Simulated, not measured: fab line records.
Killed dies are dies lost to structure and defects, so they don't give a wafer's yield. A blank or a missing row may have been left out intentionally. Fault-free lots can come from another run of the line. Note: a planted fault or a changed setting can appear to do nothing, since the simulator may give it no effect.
fab line records + flow nand_harc + part 2 of 2: steps 5 to 6 of 6
record:
- lots: 24
- wafers: 72
- last_day: 34
route steps=1302 shown P_BONDPAD@365 A_ZERO_WELL@404 A_ONON_D1@449 A_CHANNEL_HOLE_D1@472
lots with no fault: from the same line, run without faults
start_h: hours from the record's opening day to when the first of the lot's shown wafers began + wait_h: how many hours have passed since the lot's step before this one + " the same as in the row above + L1.1+2: a row that stands for several wafers + - no value, or no start was given + * or withheld: withheld + < > ~ a bound
route shown NAME@n: names a module that has steps shown in the file, with the first one's number in the route + usual: average and standard deviation across the fault-free wafers + same: alike in all rows + chamber/n: place in a boat + sites: the reading at each site + _std_site: the values' standard deviation + _edge_site: outer sites' mean less inner sites' + radius_mm: how far each site lies from the wafer's centre + mask NAME#n: copy n + behind: the most recent tool/chamber to have shaped the wafer + hold: cause of the lot's hold/its duration in hours/its outcome + device: transistor that didn't switch, given as n, p or np + end of line: at the end of the route, the tests of the same wafers + a step without rows: its recipe alone + killed: dies lost to structure and defects at the first sort, not the wafer's yield + map: shows each die of a wafer: x if killed, . if not, _ if none is there
set.NAME: the setting the step ran with; set.NAME@STEP: the setting that earlier step ran with + model.NAME: the simulator's own value behind a step, which no gauge read
a sample of lots followed through the steps of the route, with each step as a table and each wafer as a row
services: the hour from which a tool's chamber was out of use, counted from the record's first day as start_h (under 0 if before that day), plus the number of hours and why
== steps ==
step: NHARC_A_ONON_D1_INSPECT_32
usual:
- raw_defect_count: 75/26
| lot.wafer | tool              | chamber | start_h | wait_h | raw_defect_count |
|-----------|-------------------|---------|---------|--------|------------------|
| L074.1    | defect_inspect-02 | -       | 170.25  | 0.0    | 37               |
| L074.2    | "                 | -       | "       | "      | 49               |
| L074.6    | "                 | -       | "       | "      | 52               |
| L076.3    | defect_inspect-01 | -       | 189.01  | 0.0    | 100              |
| L076.4    | "                 | -       | "       | "      | 47               |
| L076.5    | "                 | -       | "       | "      | 59               |
| L075.1    | defect_inspect-01 | -       | 189.16  | 0.0    | 81               |
| L075.2    | "                 | -       | "       | "      | 149              |
| L075.6    | "                 | -       | "       | "      | 117              |
| L077.1    | defect_inspect-01 | -       | 205.14  | 0.0    | 50               |
| L077.2    | "                 | -       | "       | "      | 77               |
| L077.4    | "                 | -       | "       | "      | 36               |
| L078.2    | defect_inspect-01 | -       | 213.69  | 0.0    | 76               |
| L078.5    | "                 | -       | "       | "      | 86               |
| L078.6    | "                 | -       | "       | "      | 71               |
| L079.2    | defect_inspect-01 | -       | 223.59  | 0.0    | 55               |
| L079.3    | "                 | -       | "       | "      | 53               |
| L079.4    | "                 | -       | "       | "      | 79               |
| L080.2    | defect_inspect-02 | -       | 232.21  | 0.1    | 109              |
| L080.4    | "                 | -       | "       | "      | 83               |
| L080.6    | "                 | -       | "       | "      | 102              |
| L081.1    | defect_inspect-01 | -       | 244.24  | 0.0    | 85               |
| L081.5    | "                 | -       | "       | "      | 56               |
| L081.6    | "                 | -       | "       | "      | 46               |
| L082.1    | defect_inspect-02 | -       | 254.84  | 0.0    | 46               |
| L082.4    | "                 | -       | "       | "      | 54               |
| L082.5    | "                 | -       | "       | "      | 62               |
| L083.1    | defect_inspect-01 | -       | 258.93  | 0.0    | 60               |
| L083.3    | "                 | -       | "       | "      | 56               |
| L083.5    | "                 | -       | "       | "      | 78               |
| L084.2    | defect_inspect-02 | -       | 275.14  | 0.0    | 91               |
| L084.5    | "                 | -       | "       | "      | 66               |
| L084.6    | "                 | -       | "       | "      | 58               |
| L085.2    | defect_inspect-02 | -       | 275.27  | 0.0    | 60               |
| L085.3    | "                 | -       | "       | "      | 70               |
| L085.5    | "                 | -       | "       | "      | 70               |
| L086.2    | defect_inspect-01 | -       | 292.81  | 0.0    | 113              |
| L086.4    | "                 | -       | "       | "      | 54               |
| L086.5    | "                 | -       | "       | "      | 119              |
| L087.1    | defect_inspect-01 | -       | 308.49  | 0.0    | 94               |
| L087.2    | "                 | -       | "       | "      | 92               |
| L087.5    | "                 | -       | "       | "      | 64               |
| L088.1    | defect_inspect-02 | -       | 324.47  | 0.0    | 62               |
| L088.3    | "                 | -       | "       | "      | 66               |
| L088.4    | "                 | -       | "       | "      | 73               |
| L090.1    | defect_inspect-02 | -       | 342.07  | 0.0    | 43               |
| L090.3    | "                 | -       | "       | "      | 106              |
| L090.5    | "                 | -       | "       | "      | 118              |
| L089.1    | defect_inspect-01 | -       | 342.19  | 0.1    | 44               |
| L089.5    | "                 | -       | "       | "      | 102              |
| L089.6    | "                 | -       | "       | "      | 69               |
| L091.4    | defect_inspect-02 | -       | 346.68  | 0.0    | 87               |
| L091.5    | "                 | -       | "       | "      | 57               |
| L091.6    | "                 | -       | "       | "      | 105              |
| L092.1    | defect_inspect-01 | -       | 360.12  | 0.0    | 58               |
| L092.3    | "                 | -       | "       | "      | 49               |
| L092.5    | "                 | -       | "       | "      | 121              |
| L093.2    | defect_inspect-02 | -       | 360.18  | 0.0    | 80               |
| L093.5    | "                 | -       | "       | "      | 49               |
| L093.6    | "                 | -       | "       | "      | 44               |
| L094.2    | defect_inspect-02 | -       | 376.76  | 0.0    | 83               |
| L094.3    | "                 | -       | "       | "      | 53               |
| L094.5    | "                 | -       | "       | "      | 50               |
| L095.1    | defect_inspect-02 | -       | 392.26  | 0.0    | 119              |
| L095.4    | "                 | -       | "       | "      | 91               |
| L095.6    | "                 | -       | "       | "      | 53               |
| L096.1    | defect_inspect-02 | -       | 392.39  | 0.0    | 59               |
| L096.4    | "                 | -       | "       | "      | 64               |
| L096.6    | "                 | -       | "       | "      | 100              |
| L097.2    | defect_inspect-02 | -       | 401.48  | 0.0    | 87               |
| L097.3    | "                 | -       | "       | "      | 120              |
| L097.4    | "                 | -       | "       | "      | 91               |
step: NHARC_A_CHANNEL_HOLE_D1_ETCH_20
recipe:
- bias_v: 3000
- source_w: withheld
- pressure_mtorr: 20
- time_s: 361.9
- ar_flow_sccm: 375
- c4f8_flow_sccm: 89.3
- o2_flow_sccm: 35.7
- temp_c: -20
- target_depth_a: 16000
- chemistry: C4F8/O2/Ar
usual:
- drypump_motor_current_A: 5.7/0.53
- showerhead_plenum_p_Torr: 3.65/0.088
- temp_c: -20.00/0.11
- throttle_valve_pct: 32.155/0.009
| lot.wafer | tool        | chamber | start_h | wait_h | drypump_motor_current_A | rf_hours_counter_h | showerhead_plenum_p_Torr | temp_c | throttle_valve_pct |
|-----------|-------------|---------|---------|--------|-------------------------|--------------------|--------------------------|--------|--------------------|
| L074.2    | har_etch-02 | 1       | 179.08  | 0.1    | 6.6                     | 291                | 3.73                     | -19.98 | 32.158             |
| L074.1    | "           | 0       | "       | "      | 5.9                     | 291                | 3.52                     | -20.16 | 32.161             |
| L074.6    | "           | 0       | "       | "      | 5.9                     | -                  | 3.52                     | -20.15 | 32.146             |
| L076.4    | har_etch-01 | 1       | 196.76  | 0.2    | 5.0                     | -                  | 3.70                     | -19.95 | 32.142             |
| L076.3    | "           | 0       | "       | "      | 5.8                     | -                  | 3.73                     | -19.83 | 32.170             |
| L076.5    | "           | 0       | "       | "      | 5.8                     | -                  | 3.73                     | -19.91 | 32.159             |
| L075.1    | har_etch-02 | 1       | 200.32  | 0.1    | 6.5                     | 306                | 3.72                     | -19.98 | 32.150             |
| L075.2    | "           | 0       | "       | "      | 5.8                     | 306                | 3.51                     | -19.85 | 32.159             |
| L075.6    | "           | 0       | "       | "      | 5.9                     | -                  | 3.51                     | -19.93 | 32.138             |
| L077.2    | har_etch-02 | 1       | 212.54  | 0.1    | 6.6                     | 310                | 3.72                     | -20.01 | 32.144             |
| L077.1    | "           | 0       | "       | "      | 5.9                     | 310                | 3.51                     | -19.80 | 32.149             |
| L077.4    | "           | 0       | "       | "      | 5.9                     | -                  | 3.51                     | -19.92 | 32.170             |
| L078.2    | har_etch-02 | 1       | 218.03  | 0.1    | 6.5                     | 314                | 3.72                     | -19.90 | 32.159             |
| L078.6    | "           | 0       | "       | "      | 5.9                     | -                  | 3.50                     | -19.93 | 32.156             |
| L078.5    | "           | 1       | "       | "      | 6.5                     | -                  | 3.72                     | -19.97 | 32.156             |
| L079.2    | har_etch-02 | 1       | 228.51  | 0.1    | 6.6                     | 322                | 3.72                     | -19.95 | 32.141             |
| L079.3    | "           | 0       | "       | "      | 5.9                     | -                  | 3.50                     | -20.16 | 32.157             |
| L079.4    | "           | 1       | "       | "      | 6.6                     | -                  | 3.72                     | -19.86 | 32.160             |
| L080.2    | har_etch-01 | 1       | 236.78  | 0.1    | 5.1                     | 114                | 3.69                     | -19.95 | 32.148             |
| L080.4    | "           | 0       | "       | "      | 5.8                     | -                  | 3.72                     | -20.05 | 32.141             |
| L080.6    | "           | 1       | "       | "      | 5.1                     | -                  | 3.69                     | -19.98 | 32.173             |
| L081.1    | har_etch-02 | 1       | 248.83  | 0.1    | 6.5                     | 329                | 3.71                     | -20.06 | 32.160             |
| L081.6    | "           | 1       | "       | "      | 6.5                     | -                  | 3.71                     | -19.96 | 32.149             |
| L081.5    | "           | 0       | "       | "      | 5.9                     | -                  | 3.50                     | -19.95 | 32.144             |
| L082.1    | har_etch-02 | 1       | 265.22  | 0.1    | 6.5                     | 341                | 3.71                     | -19.95 | 32.155             |
| L082.4    | "           | 0       | "       | "      | 5.9                     | -                  | 3.49                     | -20.11 | 32.152             |
| L082.5    | "           | 0       | "       | "      | 5.9                     | -                  | 3.49                     | -19.93 | 32.160             |
| L083.1    | har_etch-01 | 1       | 269.28  | 0.1    | 5.0                     | 133                | 3.68                     | -20.03 | 32.162             |
| L083.3    | "           | 1       | "       | "      | 5.0                     | -                  | 3.68                     | -20.04 | 32.147             |
| L083.5    | "           | 1       | "       | "      | 5.0                     | -                  | 3.68                     | -20.11 | 32.159             |
| L084.2    | har_etch-01 | 1       | 280.89  | 0.1    | 5.1                     | 141                | 3.68                     | -19.91 | 32.145             |
| L084.5    | "           | 1       | "       | "      | 5.1                     | -                  | 3.68                     | -19.98 | 32.140             |
| L084.6    | "           | 0       | "       | "      | 5.7                     | -                  | 3.70                     | -19.92 | 32.163             |
| L085.2    | har_etch-01 | 1       | 285.11  | 0.1    | 5.0                     | 145                | 3.68                     | -20.02 | 32.143             |
| L085.3    | "           | 1       | "       | "      | 5.0                     | -                  | 3.68                     | -20.08 | 32.159             |
| L085.5    | "           | 1       | "       | "      | 5.0                     | -                  | 3.68                     | -19.92 | 32.155             |
| L086.2    | har_etch-01 | 0       | 298.14  | 0.1    | 5.8                     | 153                | 3.70                     | -20.00 | 32.167             |
| L086.4    | "           | 1       | "       | "      | 5.1                     | -                  | 3.67                     | -19.85 | 32.151             |
| L086.5    | "           | 0       | "       | "      | 5.7                     | -                  | 3.70                     | -20.03 | 32.139             |
| L087.2    | har_etch-01 | 0       | 320.48  | 0.1    | 5.7                     | 164                | 3.69                     | -20.11 | 32.147             |
| L087.1    | "           | 1       | "       | "      | 5.0                     | 164                | 3.67                     | -19.89 | 32.168             |
| L087.5    | "           | 1       | "       | "      | 5.0                     | -                  | 3.67                     | -19.96 | 32.159             |
| L088.1    | har_etch-01 | 0       | 328.84  | 0.1    | 5.7                     | 172                | 3.69                     | -19.92 | 32.158             |
| L088.4    | "           | 0       | "       | "      | 5.7                     | -                  | 3.69                     | -19.90 | 32.176             |
| L088.3    | "           | 1       | "       | "      | 5.0                     | -                  | 3.66                     | -19.99 | 32.152             |
| L090.1    | har_etch-01 | 0       | 348.68  | 0.1    | 5.7                     | 183                | 3.68                     | -20.08 | 32.168             |
| L090.3    | "           | 1       | "       | "      | 5.1                     | -                  | 3.66                     | -20.19 | 32.144             |
| L090.5    | "           | 1       | "       | "      | 5.0                     | -                  | 3.66                     | -20.04 | 32.153             |
| L089.1    | har_etch-02 | 1       | 350.80  | 0.1    | 6.5                     | 383                | 3.68                     | -20.11 | 32.177             |
| L089.6    | "           | 1       | "       | "      | 6.5                     | -                  | 3.68                     | -20.13 | 32.157             |
| L089.5    | "           | 0       | "       | "      | 5.9                     | -                  | 3.47                     | -20.06 | 32.158             |
| L091.4    | har_etch-01 | 1       | 352.98  | 0.2    | 5.0                     | -                  | 3.65                     | -19.87 | 32.161             |
| L091.6    | "           | 0       | "       | "      | 5.7                     | -                  | 3.68                     | -19.98 | 32.138             |
| L091.5    | "           | 1       | "       | "      | 5.0                     | -                  | 3.65                     | -19.88 | 32.144             |
| L092.1    | har_etch-01 | 0       | 364.30  | 0.1    | 5.8                     | 195                | 3.67                     | -19.77 | 32.147             |
| L092.3    | "           | 0       | "       | "      | 5.8                     | -                  | 3.67                     | -19.86 | 32.153             |
| L092.5    | "           | 1       | "       | "      | 5.0                     | -                  | 3.65                     | -20.21 | 32.152             |
| L093.2    | har_etch-02 | 0       | 365.05  | 0.1    | 5.8                     | 394                | 3.46                     | -20.13 | 32.155             |
| L093.6    | "           | 1       | "       | "      | 6.6                     | -                  | 3.68                     | -19.80 | 32.152             |
| L093.5    | "           | 0       | "       | "      | 5.9                     | -                  | 3.46                     | -20.15 | 32.159             |
| L094.2    | har_etch-01 | 1       | 383.00  | 0.1    | 5.1                     | 206                | 3.64                     | -20.07 | 32.155             |
| L094.3    | "           | 0       | "       | "      | 5.8                     | -                  | 3.67                     | -19.99 | 32.143             |
| L094.5    | "           | 0       | "       | "      | 5.8                     | -                  | 3.67                     | -19.80 | 32.159             |
| L096.1    | har_etch-02 | 1       | 404.87  | 0.1    | 6.5                     | 4                  | 3.67                     | -19.99 | 32.172             |
| L096.4    | "           | 0       | "       | "      | 5.9                     | -                  | 3.93                     | -19.99 | 32.157             |
| L096.6    | "           | 1       | "       | "      | 6.5                     | -                  | 3.67                     | -20.03 | 32.159             |
| L095.1    | har_etch-01 | 1       | 406.17  | 0.1    | 5.0                     | 221                | 3.63                     | -20.26 | 32.147             |
| L095.4    | "           | 0       | "       | "      | 5.7                     | -                  | 3.66                     | -19.96 | 32.132             |
| L095.6    | "           | 1       | "       | "      | 5.0                     | -                  | 3.63                     | -20.03 | 32.150             |
| L097.2    | har_etch-01 | 0       | 410.34  | 0.1    | 5.8                     | 225                | 3.66                     | -20.08 | 32.146             |
| L097.4    | "           | 1       | "       | "      | 5.0                     | -                  | 3.63                     | -20.20 | 32.152             |
| L097.3    | "           | 0       | "       | "      | 5.8                     | -                  | 3.66                     | -20.04 | 32.156             |
== services ==
| tool        | chamber | start_h | hours | kind   |
|-------------|---------|---------|-------|--------|
| rie_diel-08 | 3       | 119.12  | 6.4   | repair |
| rie_diel-08 | 0       | 124.87  | 10.0  | repair |
| rie_diel-08 | 1       | 126.29  | 4.6   | repair |
| rie_diel-06 | -       | 130.20  | 9.0   | pm     |
| rie_diel-08 | 0       | 142.46  | 17.4  | repair |
| rie_diel-01 | 0       | 150.16  | 2.4   | repair |
| rie_diel-04 | -       | 177.90  | 9.0   | pm     |
| rie_diel-01 | -       | 203.80  | 9.0   | pm     |
| rie_diel-04 | 1       | 251.05  | 5.3   | repair |
| rie_diel-01 | 1       | 257.47  | 9.6   | repair |
| rie_diel-01 | 3       | 258.48  | 7.2   | repair |
| rie_diel-04 | -       | 278.39  | 0.8   | repair |
| rie_diel-04 | 1       | 292.88  | 6.1   | repair |
| rie_diel-01 | 0       | 301.58  | 3.9   | repair |
| rie_diel-01 | 1       | 302.73  | 5.7   | repair |
| rie_diel-06 | -       | 307.20  | 9.0   | pm     |
| rie_diel-06 | -       | 319.12  | 0.9   | repair |
| rie_diel-06 | 2       | 328.37  | 6.7   | repair |
| rie_diel-06 | 2       | 341.84  | 3.6   | repair |
| rie_diel-04 | -       | 354.90  | 9.0   | pm     |
| rie_diel-04 | 3       | 371.82  | 2.8   | repair |
| rie_diel-06 | 3       | 372.27  | 2.7   | repair |
| rie_diel-01 | -       | 380.80  | 9.0   | pm     |
| rie_diel-01 | 3       | 390.39  | 12.6  | repair |
